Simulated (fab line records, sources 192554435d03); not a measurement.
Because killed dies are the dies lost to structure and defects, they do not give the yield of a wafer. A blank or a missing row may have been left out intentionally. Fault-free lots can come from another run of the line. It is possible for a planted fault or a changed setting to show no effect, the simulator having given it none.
Matching of chambers -- flow n5_finfet -- rie_diel-01 running N5_BEOL_M6_ETCH_61: 4 sister chambers
The step etches SiARC in CF4, target depth 45.5 nm, time 75.8 s. 7 wafers are shown with their chamber, then 7 later ones without.

== WAFERS, EACH WITH ITS CHAMBER ==
wafer,chamber,throttle_valve_pct (%),oes_product_au (a.u.)
L081.1,0,16.16,0.59
L080.5,1,15.32,0.78
L084.2,3,15.21,0.68
L084.5,2,15.61,0.71
L084.6,1,15.36,0.76
L088.1,2,15.63,0.69
L088.2,3,15.26,0.68

== WAFERS WHOSE CHAMBER IS MISSING ==
wafer,throttle_valve_pct (%),oes_product_au (a.u.)
L088.3,15.71,0.80
L090.1,15.72,0.79
L090.2,15.63,0.69
L090.6,15.63,0.70
L092.2,15.65,0.69
L092.4,15.73,0.78
L092.6,15.25,0.67

== WHICH CHAMBER EACH WENT THROUGH ==
wafer,from the rows above,in truth
L088.3,2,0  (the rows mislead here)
L090.1,2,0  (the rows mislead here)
L090.2,2,2
L090.6,2,2
L092.2,2,2
L092.4,2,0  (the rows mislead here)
L092.6,3,3
Correct placement for 4 of the 7. Not placeable from these rows: 0. Placed wrongly: 3.
How it was worked out, from the rows above alone: a wafer's distance from a chamber is the root of the sum, over the readings, of the square of ((its reading less the chamber's mean) divided by the reading's scatter). If the next closest chamber is less than 2 further off than the closest, the wafer can't be placed; otherwise it belongs to the closest. The mean given for a chamber averages the wafers shown for that chamber. How the scatter is found: for the shown wafers, subtract from each reading the mean of its chamber, square and add these, divide the total by (wafers less chambers), then take the root.
